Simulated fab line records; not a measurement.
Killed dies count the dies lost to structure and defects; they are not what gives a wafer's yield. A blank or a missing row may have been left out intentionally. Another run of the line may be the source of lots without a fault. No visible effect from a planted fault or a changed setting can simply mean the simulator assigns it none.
fab line records	flow n5Finfet
record lots=6	wafers=18	lastDay=19
route steps=1938 shown MOL_CONTACT_COAG@532 BEOL_M4@1111 PASSIVATION@1936
lots that met no fault: taken from a fault-free run of the same line
startH: hours from the record's opening day to when the first of the lot's shown wafers began	waitH: how many hours have passed since the lot's step before this one	" same as the row above	L1.1+2: a row that stands for several wafers	- no value, or no start was given	* or withheld: withheld	< > ~ a bound
route shown NAME@n: NAME is a module with steps in the file, n the number in the route of the first one	usual: the fault-free wafers' mean and standard deviation	same: alike in all rows	chamber/n: place in a boat	sites: the reading at each site	_std_site: the values' standard deviation	_edge_site: mean of outer sites minus mean of inner sites	radiusMm: for every site, how far away it sits from the centre of the wafer	mask NAME#n: copy n	behind: the last tool/chamber to shape the wafer	hold: why the lot was held/for how many hours/how that ended	device: the n, p or np transistor that did not switch	end of line: at the end of the route, the tests of the same wafers	a step with no rows: only its recipe	killed: dies that structure and defects cost at the first sort, which is not the same as the wafer's yield	map: the dies of a wafer, with x for killed, . for not killed, _ for no die there
set.NAME: setting as actually run; set.NAME@STEP: the setting as run at that earlier step	model.NAME: the simulator's own value behind a step, which no gauge read
lots seen at some steps along the route; tables by step, rows by wafer
services: from which hour (startH, from the record's first day; less than 0 if before it) a tool's chamber was out of use, for how many hours, and why
## steps
# step N5_MOL_CONTACT_COAG_ETCH_106
# recipe chemistry=N2/H2	target=SOC	targetDepthA=800	overetchA=160	maskMaterial=SiARC	tempC=40	timeS=120	ionEnergyEv=200	pressureMtorr=30	sourceW=840	biasW=150	n2FlowSccm=200	h2FlowSccm=200
# usual drypumpMotorCurrentA=5.8/0.53	n2FlowSccm=200.0/0.63	oesProductAu=0.66/0.059	rfVppV=524.2/2.8	showerheadPlenumPTorr=2.55/0.096	throttleValvePct=17.9/0.31
lot.wafer	tool	chamber	startH	waitH	drypumpMotorCurrentA	n2FlowSccm	oesProductAu	rfHoursCounterH	rfVppV	showerheadPlenumPTorr	throttleValvePct
L473.1	rieDiel-03	3	88.05	0.0	6.2	199.8	0.63	197	518.9	2.42	17.7
L473.5	"	1	"	"	5.9	199.5	0.72	-	527.6	2.67	18.3
L473.6	"	2	"	"	5.6	199.8	0.68	-	521.8	2.44	17.7
L475.1	rieDiel-06	0	105.65	0.0	5.9	198.8	0.67	162	528.2	2.64	18.0
L475.2	"	1	"	"	5.2	199.8	0.64	170	527.2	2.63	17.7
L475.6	"	1	"	"	5.2	200.5	0.64	-	527.5	2.63	17.7
L482.3	rieDiel-03	0	148.08	0.0	4.9	199.8	0.61	243	521.0	2.51	17.8
L482.4	"	2	"	"	5.7	198.6	0.67	-	519.6	2.43	17.8
L482.5	"	1	"	"	5.9	199.3	0.70	-	527.6	2.66	18.4
L484.2	rieDiel-02	3	159.03	0.0	6.4	199.7	0.66	173	520.2	2.44	17.6
L484.4	"	1	"	"	5.4	199.6	0.65	203	523.1	2.53	18.3
L484.5	"	1	"	"	5.5	200.2	0.65	-	524.4	2.53	18.3
L491.2	rieDiel-03	0	195.71	0.0	4.9	199.6	0.85	3	521.9	2.50	17.4
L491.4	"	3	"	"	6.1	199.7	0.61	237	518.9	2.40	17.7
L491.5	"	2	"	"	5.6	200.8	0.65	-	519.6	2.42	17.8
L494.4	rieDiel-02	3	213.14	0.0	6.3	199.9	0.64	-	520.6	2.43	17.6
L494.5	"	2	"	"	5.2	200.0	0.60	-	523.3	2.48	17.8
L494.6	"	1	"	"	5.5	200.2	0.64	-	523.6	2.52	18.3
# step N5_MOL_CONTACT_COAG_STRIP_107
# recipe chemistry=N2/H2	tempC=40	n2FlowSccm=200	h2FlowSccm=200	rfFrequencyHz=6e+07
# step N5_MOL_CONTACT_COAG_STRIP_108
# recipe chemistry=N2/H2	tempC=40	n2FlowSccm=200	h2FlowSccm=200	rfFrequencyHz=6e+07
# step N5_MOL_CONTACT_COAG_CONTACT_ETCH_14
# recipe chemistry=C4F6/O2	target=SiO2	targetDepthA=275	overetchA=85	maskMaterial=SOC	pressureMtorr=30	sourceW=370	biasW=185	Ar_flow_sccm=300	C4F6_flow_sccm=16	O2_flow_sccm=10	timeS=20	ionEnergyEv=259.6
# step N5_MOL_CONTACT_COAG_STRIP_109
# recipe chemistry=C4F6/O2	resist=SiARC	rfFrequencyHz=6e+07
# step N5_MOL_CONTACT_COAG_ETCH_15
# recipe chemistry=CH3F/O2	target=SiNx	targetDepthA=70	maskMaterial=SOC	stopOn=Si:P	overEtchFrac=0.75	ionEnergyEv=120	pressureMtorr=30	sourceW=395	biasW=73	Ar_flow_sccm=150	CH3F_flow_sccm=30	O2_flow_sccm=20
# usual drypumpMotorCurrentA=5.8/0.53	oesProductAu=0.54/0.049	rfVppV=297/5.3	showerheadPlenumPTorr=2.01/0.079	throttleValvePct=16.37/0.26
lot.wafer	tool	chamber	startH	waitH	drypumpMotorCurrentA	oesProductAu	rfHoursCounterH	rfVppV	showerheadPlenumPTorr	throttleValvePct
L473.1	rieDiel-03	3	88.19	0.0	6.1	0.51	197	299	1.90	16.23
L473.5	"	1	"	"	5.9	0.59	-	297	2.10	16.73
L473.6	"	2	"	"	5.6	0.55	-	288	1.91	16.18
L475.1	rieDiel-06	0	105.79	0.0	5.9	0.56	162	309	2.06	16.32
L475.2	"	1	"	"	5.2	0.52	170	290	2.09	16.38
L475.6	"	1	"	"	5.2	0.53	-	293	2.09	16.35
L482.3	rieDiel-03	0	148.22	0.0	4.8	0.50	243	295	1.97	16.37
L482.4	"	2	"	"	5.6	0.54	-	287	1.90	16.22
L482.5	"	1	"	"	5.9	0.57	-	298	2.10	16.79
L484.2	rieDiel-02	3	159.16	0.0	6.4	0.53	173	292	1.91	16.07
L484.4	"	1	"	"	5.5	0.54	203	295	1.97	16.66
L484.5	"	1	"	"	5.5	0.53	-	294	1.97	16.65
L491.2	rieDiel-03	0	195.85	0.0	4.8	0.70	3	294	1.97	15.93
L491.4	"	3	"	"	6.1	0.50	237	298	1.88	16.32
L491.5	"	2	"	"	5.6	0.53	-	287	1.90	16.26
L494.4	rieDiel-02	3	213.26	0.0	6.3	0.53	-	292	1.90	16.12
L494.5	"	2	"	"	5.2	0.49	-	297	1.98	16.48
L494.6	"	1	"	"	5.5	0.52	-	294	1.97	16.71
# step N5_MOL_CONTACT_COAG_ETCH_110
# recipe chemistry=CF4/O2	target=Si	targetDepthA=25	timeS=8	pressureMtorr=100	sourceW=200	biasW=12	ionEnergyEv=60	Ar_flow_sccm=100	cf4FlowSccm=100	O2_flow_sccm=10
# usual drypumpMotorCurrentA=5.8/0.53	oesProductAu=0.74/0.075	rfVppV=127.0/2.6	showerheadPlenumPTorr=2.23/0.078	throttleValvePct=10.87/0.26
lot.wafer	tool	chamber	startH	waitH	drypumpMotorCurrentA	oesProductAu	rfHoursCounterH	rfVppV	showerheadPlenumPTorr	throttleValvePct
L473.1	rieDiel-03	3	88.25	0.0	6.1	0.70	197	127.0	2.11	10.76
L473.5	"	1	"	"	5.9	0.83	-	126.8	2.32	11.05
L473.6	"	2	"	"	5.6	0.75	-	123.1	2.14	10.72
L475.1	rieDiel-06	0	105.85	0.0	5.9	0.78	162	133.7	2.30	10.89
L475.2	"	1	"	"	5.2	0.73	170	125.0	2.31	10.85
L475.6	"	1	"	"	5.2	0.74	-	126.1	2.31	10.83
L482.3	rieDiel-03	0	148.28	0.0	4.9	0.69	243	127.1	2.20	10.99
L482.4	"	2	"	"	5.6	0.74	-	122.6	2.13	10.78
L482.5	"	1	"	"	5.9	0.81	-	128.7	2.32	11.10
L484.2	rieDiel-02	3	159.22	0.0	6.4	0.73	173	124.9	2.13	10.63
L484.4	"	1	"	"	5.5	0.72	203	126.3	2.20	11.14
L484.5	"	1	"	"	5.4	0.71	-	127.0	2.20	11.13
L491.2	rieDiel-03	0	195.91	0.0	4.9	0.99	3	125.2	2.20	10.30
L491.4	"	3	"	"	6.1	0.68	237	128.7	2.10	10.87
L491.5	"	2	"	"	5.7	0.71	-	122.4	2.13	10.82
L494.4	rieDiel-02	3	213.32	0.0	6.4	0.72	-	124.7	2.12	10.70
L494.5	"	2	"	"	5.2	0.68	-	127.7	2.20	11.04
L494.6	"	1	"	"	5.5	0.70	-	125.0	2.19	11.20
# step N5_MOL_CONTACT_COAG_STRIP_98
# recipe chemistry=N2/H2	powerW=500	tempC=40	pressureMtorr=50	rfFrequencyHz=6e+07	overashFraction=0.3	biasPowerW=8	h2Frac=0.5	n2FlowSccm=300	h2FlowSccm=300
# usual drypumpMotorCurrentA=5.8/0.53	n2FlowSccm=300.0/0.92	oesProductAu=0.74/0.071	rfVppV=54.3/1.5	showerheadPlenumPTorr=3.37/0.12	throttleValvePct=19.0/0.51
lot.wafer	tool	chamber	startH	waitH	drypumpMotorCurrentA	n2FlowSccm	oesProductAu	rfHoursCounterH	rfVppV	showerheadPlenumPTorr	throttleValvePct
L473.1	rieDiel-03	3	88.30	0.0	6.2	301.9	0.70	197	56.3	3.20	18.5
L473.5	"	1	"	"	6.0	299.7	0.81	-	55.4	3.52	19.9
L473.6	"	2	"	"	5.6	299.9	0.75	-	53.8	3.22	18.9
L475.1	rieDiel-06	0	105.90	0.0	5.9	301.3	0.75	162	55.6	3.49	19.3
L475.2	"	1	"	"	5.2	301.2	0.72	170	52.6	3.48	18.6
L475.6	"	1	"	"	5.2	300.0	0.71	-	56.5	3.48	18.6
L482.3	rieDiel-03	0	148.33	0.0	4.9	300.9	0.66	243	53.2	3.31	18.7
L482.4	"	2	"	"	5.6	301.2	0.73	-	52.2	3.21	18.9
L482.5	"	1	"	"	5.9	300.6	0.78	-	54.0	3.50	20.0
L484.2	rieDiel-02	3	159.27	0.0	6.3	299.9	0.74	173	53.6	3.23	18.7
L484.4	"	1	"	"	5.5	298.5	0.72	203	53.8	3.35	19.4
L484.5	"	1	"	"	5.5	299.5	0.73	-	53.6	3.35	19.4
L491.2	rieDiel-03	0	195.96	0.0	4.9	299.6	0.96	3	56.1	3.31	18.3
L491.4	"	3	"	"	6.1	301.4	0.67	237	53.0	3.18	18.5
L491.5	"	2	"	"	5.6	299.4	0.72	-	52.5	3.20	18.9
L494.4	rieDiel-02	3	213.36	0.0	6.4	300.2	0.71	-	52.1	3.22	18.7
L494.5	"	2	"	"	5.2	300.3	0.67	-	53.5	3.28	19.0
L494.6	"	1	"	"	5.4	299.9	0.72	-	54.0	3.34	19.4
# step N5_MOL_CONTACT_COAG_CD_MEAS_99
# recipe targetCdNm=17.2	polarity=opening
# usual cdNm=17.2/0.32
lot.wafer	tool	chamber	startH	waitH	cdNm
L473.1	cdSem-02	-	88.37	-	17.1
L473.5	"	-	"	"	16.8
L473.6	"	-	"	"	17.2
L475.1	cdSem-02	-	105.97	-	17.1
L475.2	"	-	"	"	17.4
L475.6	"	-	"	"	17.6
L482.3	cdSem-01	-	148.40	-	17.1
L482.4	"	-	"	"	17.3
L482.5	"	-	"	"	17.8
L484.2	cdSem-03	-	159.34	-	16.9
L484.4	"	-	"	"	17.2
L484.5	"	-	"	"	17.4
L491.2	cdSem-02	-	196.03	-	17.6
L491.4	"	-	"	"	17.2
L491.5	"	-	"	"	17.4
L494.4	cdSem-03	-	213.42	-	17.3
L494.5	"	-	"	"	17.7
L494.6	"	-	"	"	17.6
# step N5_MOL_CONTACT_COAG_IMPLANT_129
# recipe species=Ge	energyKev=3	doseCm2=6e+14	tiltDeg=0	rotationDeg=0
# step N5_MOL_CONTACT_COAG_PRECLEAN_111
# recipe chemistry=NF3:NH3	afsCycles=1	tempC=30	timeS=20	sublimationTempC=180	sublimationTimeS=60	pressureTorr=3	rfPowerW=30
# step N5_MOL_CONTACT_COAG_TI_SIL_19
# recipe material=Ti	targetThkA=42	tempC=200	chamberPressurePa=5	powerW=5000	timeS=15
# usual substrateTempC=200.01/0.15	throttleValvePct=29.7/0.98
lot.wafer	tool	chamber	startH	waitH	substrateTempC	throttleValvePct
L473.1	pvdSputter-01	-	89.56	0.2	200.07	28.8
L473.5	"	-	"	"	200.11	28.8
L473.6	"	-	"	"	199.91	28.6
L475.1	pvdSputter-03	-	106.56	0.3	199.81	31.5
L475.2	"	-	"	"	200.00	28.9
L475.6	"	-	"	"	199.93	29.4
L482.3	pvdSputter-01	-	149.05	0.3	199.87	31.6
L482.4	"	-	"	"	199.86	28.8
L482.5	"	-	"	"	199.99	28.8
L484.2	pvdSputter-01	-	160.79	0.2	200.13	28.6
L484.4	"	-	"	"	200.21	28.7
L484.5	"	-	"	"	200.15	31.4
L491.2	pvdSputter-02	-	196.60	0.2	199.92	29.4
L491.4	"	-	"	"	199.83	29.6
L491.5	"	-	"	"	199.93	29.4
L494.4	pvdSputter-02	-	213.97	0.1	199.87	29.7
L494.5	"	-	"	"	200.17	29.3
L494.6	"	-	"	"	199.94	28.4
# step N5_MOL_CONTACT_COAG_ALD_20
# recipe material=TiN	targetThkA=15	tempC=400	aldPrecursorFamily=TiCl4	aldCoReactant=NH3	pulseTimeS=1	purgeTimeS=3	coReactantPurgeTimeS=2	coReactantPulseTimeS=2	aldCycles=68	pressureTorr=3
# usual heaterPowerW=882/110	precursorPulseHeightRel=1.001/0.02	susceptorTempC=399.94/0.21
lot.wafer	tool	chamber	startH	waitH	heaterPowerW	precursorPulseHeightRel	susceptorTempC
L473.1	aldMetal-04	3	89.70	0.1	880	0.999	399.78
L473.5	"	2	"	"	772	1.004	399.78
L473.6	"	3	"	"	898	0.987	400.15
L475.1	aldMetal-03	3	106.68	0.1	974	1.008	400.17
L475.2	"	2	"	"	683	0.999	399.89
L475.6	"	2	"	"	685	1.008	399.99
L482.3	aldMetal-03	3	149.17	0.1	787	1.007	369.36
L482.4	"	1	"	"	829	0.935	369.76
L482.5	"	1	"	"	806	1.016	369.56
L484.2	aldMetal-03	2	160.91	0.1	581	1.000	369.03
L484.4	"	3	"	"	808	0.988	369.83
L484.5	"	0	"	"	708	1.000	369.44
L491.2	aldMetal-04	3	196.72	0.1	919	1.038	399.93
L491.4	"	0	"	"	1002	1.019	399.96
L491.5	"	1	"	"	836	1.012	399.91
L494.4	aldMetal-02	1	214.09	0.1	814	1.020	399.80
L494.5	"	3	"	"	917	0.999	399.90
L494.6	"	0	"	"	1064	0.968	400.10
# step N5_MOL_CONTACT_COAG_SIL_ANNEAL_21
# recipe tempC=550	timeS=60	ambient=N2
# step N5_BEOL_M4_RC_MEAS_101
# usual DIBL_N=36.3/1.6	DIBL_P=36.4/2.1	IOFF_N=0.16/0.032	IOFF_P=0.22/0.044	ION_N=675/12	ION_P=463/8.3	SS_N=71.6/0.64	SS_P=73.3/0.67	VT_N=250/3.3	VT_P=-250/3.7
lot.wafer	tool	chamber	startH	waitH	DIBL_N[mV/V]	DIBL_P[mV/V]	IOFF_N[nA/um]	IOFF_P[nA/um]	ION_N[uA/um]	ION_P[uA/um]	SS_N[mV/dec]	SS_P[mV/dec]	VT_N[mV]	VT_P[mV]
L475.1	prober-01	0	208.95	0.0	37.6	37.9	0.16	0.19	675	458	71.7	73.6	249	-254
L475.2	"	0	"	"	39.2	40.5	0.20	0.24	690	467	72.1	74.4	246	-247
L475.6	"	0	"	"	34.9	35.7	0.13	0.17	667	453	71.4	73.2	254	-254
L473.1	prober-01	0	221.23	0.0	38.5	39.6	0.22	0.27	675	463	72.4	73.7	247	-250
L473.5	"	0	"	"	35.5	35.8	0.16	0.21	669	457	71.7	72.8	247	-248
L473.6	"	0	"	"	35.7	35.4	0.14	0.19	666	463	71.6	73.0	251	-249
L482.3	prober-02	0	257.31	0.3	34.0	34.5	0.13	0.16	660	454	70.5	73.1	253	-255
L482.4	"	0	"	"	38.1	38.6	0.21	0.22	677	456	71.4	73.3	247	-252
L482.5	"	0	"	"	35.2	34.8	0.14	0.17	674	455	70.7	73.0	253	-255
L484.2	prober-02	0	287.15	0.2	33.6	32.0	0.12	0.19	662	463	70.6	72.5	254	-250
L484.4	"	0	"	"	34.8	35.0	0.15	0.23	677	465	71.1	72.6	249	-247
L484.5	"	0	"	"	35.6	34.6	0.15	0.22	671	462	71.6	73.3	251	-247
L491.2	prober-02	0	323.63	0.2	38.0	39.4	0.20	0.27	691	474	71.1	73.8	243	-245
L491.4	"	0	"	"	36.5	36.9	0.16	0.23	666	464	72.3	73.1	247	-246
L491.5	"	0	"	"	35.3	35.1	0.13	0.19	668	464	71.1	73.3	255	-249
L494.4	prober-02	0	351.32	0.5	38.6	37.5	0.16	0.21	666	452	72.7	73.7	254	-253
L494.5	"	0	"	"	37.3	37.4	0.15	0.22	668	458	71.8	73.0	251	-251
L494.6	"	0	"	"	36.7	34.2	0.13	0.17	665	452	71.3	72.2	257	-254
# step N5_PASSIVATION_PROBE_49
# usual defectLimitedYield=91.4/1.2	killed_at_M0_to_M3=35/11	killed_at_M4_up=14/6	killedAtContacts=12/6.7	killedAtFrontEnd=37/9.7	killedAtOther=3.5/2.5	killedDies=102/15	killedOpen=67/12	killedShort=33/7.3	sort_bin_5_function=5.1/0.81	sort_bin_6_memory=3.2/0.65	sortNPass=1078/15	sortYieldPct=91.4/1.2
# same grossDies=1180	killedAtBackSide=0	sort_bin_4_leakage[%]=0	sort_bin_8_speed[%]=0
lot.wafer	tool	chamber	startH	waitH	defectLimitedYield[%]	killed_at_M0_to_M3	killed_at_M4_up	killedAtContacts	killedAtFrontEnd	killedAtOther	killedDies	killedOpen	killedShort	sort_bin_5_function[%]	sort_bin_6_memory[%]	sortNPass	sortYieldPct[%]
L475.1	prober-01	-	318.35	0.0	90.8	44	8	9	41	7	109	64	44	5.7	3.3	1071	90.8
L475.2	prober-01	-	318.40	0.1	90.4	47	13	19	32	2	113	78	34	5.7	3.6	1067	90.4
L475.6	prober-01	-	318.60	0.3	89.4	47	15	3	58	2	125	66	59	5.8	4.3	1055	89.4
L482.3	prober-02	-	360.64	0.1	90.0	47	25	12	31	3	118	75	42	5.5	4.2	1062	90.0
L482.4	prober-02	-	360.69	0.2	93.1	34	10	18	19	1	82	53	29	3.6	2.8	1098	93.1
L482.5	prober-02	-	360.74	0.2	93.2	22	14	14	29	1	80	51	28	3.9	2.6	1100	93.2
L491.2	prober-02	-	425.81	0.1	92.6	32	13	18	21	3	87	56	29	4.8	2.2	1093	92.6
L491.4	prober-02	-	425.91	0.2	91.0	29	17	26	30	4	106	69	37	5.2	3.3	1074	91.0
L491.5	prober-02	-	425.96	0.2	93.3	35	9	7	21	7	79	56	22	4.2	2.2	1101	93.3
# killed by level:class
L475.1 FIN_SAQP:geometricParticle:short=15 BEOL_M1:geometricParticle:open=12 MOL_CONTACT_COAG:geometricParticle:open=9 BEOL_M0_SAQP:geometricParticle:short=9 BEOL_M2:geometricParticle:open=8 GATE_CUT:geometricParticle:open=5 BEOL_M0_SAQP:geometricParticle:open=5 MIM_TOP_ETCH:geometricParticle:short=5
L475.2 MOL_CONTACT_COAG:geometricParticle:open=17 BEOL_M3:geometricParticle:open=16 BEOL_M1:geometricParticle:open=10 FIN_SAQP:geometricParticle:short=8 GATE_CUT:geometricParticle:short=6 BEOL_M0_SAQP:geometricParticle:open=6 FIN_SAQP:geometricParticle:open=4 BEOL_M0_SAQP:geometricParticle:short=4
L475.6 BEOL_M0_SAQP:geometricParticle:short=20 FIN_SAQP:geometricParticle:short=17 FIN_SAQP:geometricParticle:open=12 BEOL_M0_SAQP:geometricParticle:open=10 GATE_CUT:geometricParticle:short=8 BEOL_M1:geometricParticle:open=7 GATE_CUT:geometricParticle:open=6 BEOL_M3:geometricParticle:open=5
L482.3 BEOL_M2:geometricParticle:open=15 BEOL_M4:geometricParticle:open=11 MOL_CONTACT_COAG:geometricParticle:open=10 FIN_SAQP:geometricParticle:short=7 GATE_CUT:geometricParticle:short=7 BEOL_M1:geometricParticle:open=7 BEOL_M3:geometricParticle:open=5 BEOL_M0_SAQP:geometricParticle:open=4
L482.4 MOL_CONTACT_COAG:geometricParticle:open=14 BEOL_M2:geometricParticle:open=7 BEOL_M3:geometricParticle:open=7 BEOL_M2:geometricParticle:short=6 BEOL_M0_SAQP:geometricParticle:open=5 MOL_CONTACT_COAG:geometricParticle:short=4 BEOL_M4:geometricParticle:open=4 STARTING-WAFER:geometricParticle:open=4
L482.5 MOL_CONTACT_COAG:geometricParticle:open=13 FIN_SAQP:geometricParticle:short=8 BEOL_M4:geometricParticle:open=8 BEOL_M2:geometricParticle:open=5 FIN_SAQP:geometricParticle:open=4 BEOL_M0:geometricParticle:short=4 STARTING-WAFER:geometricParticle:short=4 BEOL_M0_SAQP:geometricParticle:short=3
L491.2 MOL_CONTACT_COAG:geometricParticle:open=14 BEOL_M2:geometricParticle:open=7 BEOL_M0_SAQP:geometricParticle:open=6 FIN_SAQP:geometricParticle:short=4 MOL_CONTACT_COAG:geometricParticle:short=4 BEOL_M0_SAQP:geometricParticle:short=4 BEOL_M1:geometricParticle:open=4 BEOL_M1:geometricParticle:short=4
L491.4 MOL_CONTACT_COAG:geometricParticle:open=21 BEOL_M0_SAQP:geometricParticle:short=15 BEOL_M4:geometricParticle:open=11 BEOL_M0_SAQP:geometricParticle:open=8 FIN_SAQP:geometricParticle:open=7 FIN_SAQP:geometricParticle:short=7 DUMMY_GATE:geometricParticle:open=6 MOL_CONTACT_COAG:geometricParticle:short=5
L491.5 BEOL_M3:geometricParticle:open=9 MOL_CONTACT_COAG:geometricParticle:open=6 BEOL_M2:geometricParticle:open=6 BEOL_M0_SAQP:geometricParticle:open=5 BEOL_M1:geometricParticle:open=4 BEOL_M4:geometricParticle:open=4 FIN_SAQP:geometricParticle:open=3 GATE_CUT:geometricParticle:open=3
## services
tool	chamber	startH	hours	kind
pvdSputter-03	-	67.77	2.6	repair
aldMetal-03	-	70.72	8.7	pm
rieDiel-03	2	77.09	4.3	repair
rieDiel-06	-	79.36	2.8	pm
pvdSputter-03	-	95.43	5.3	repair
rieDiel-02	0	115.19	-	clean
rieDiel-02	0	115.19	-	consumableReplace:focusRing
rieDiel-02	0	115.19	-	consumableReplace:showerhead
rieDiel-02	0	115.19	21.1	scheduledDown
rieDiel-02	0	115.19	21.1	ventCycle
rieDiel-06	0	119.41	1.3	repair
aldMetal-02	0	120.58	4.2	repair
rieDiel-03	2	127.70	2.8	repair
pvdSputter-02	-	134.10	2.2	repair
pvdSputter-01	-	135.91	8.5	repair
pvdSputter-03	-	147.37	0.7	repair
rieDiel-03	0	163.82	-	clean
rieDiel-03	0	163.82	-	consumableReplace:focusRing
rieDiel-03	0	163.82	23.9	scheduledDown
rieDiel-03	0	163.82	23.9	ventCycle
rieDiel-02	2	187.41	4.7	repair
rieDiel-06	2	204.99	5.7	repair
rieDiel-02	0	209.63	4.7	repair
## key
firstSign step=N5_MOL_CONTACT_COAG_ALD_20	reading=susceptorTempC	direction=down	sigmas=99+	usual=*	struck=*
effect none on later readings
metAt N5_MOL_CONTACT_COAG_ALD_20
struckWafers L482.3,L482.4,L482.5,L484.2,L484.4,L484.5
onsetBetween 106.68 149.17
fault kind=processParameterDrift	tool=aldMetal-03	chamber=-	onsetH=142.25	steps=N5_MOL_CONTACT_COAG_ALD_20	channel=tempC	offset=*	shape=step	endH=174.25	actsIn=*	stated=*
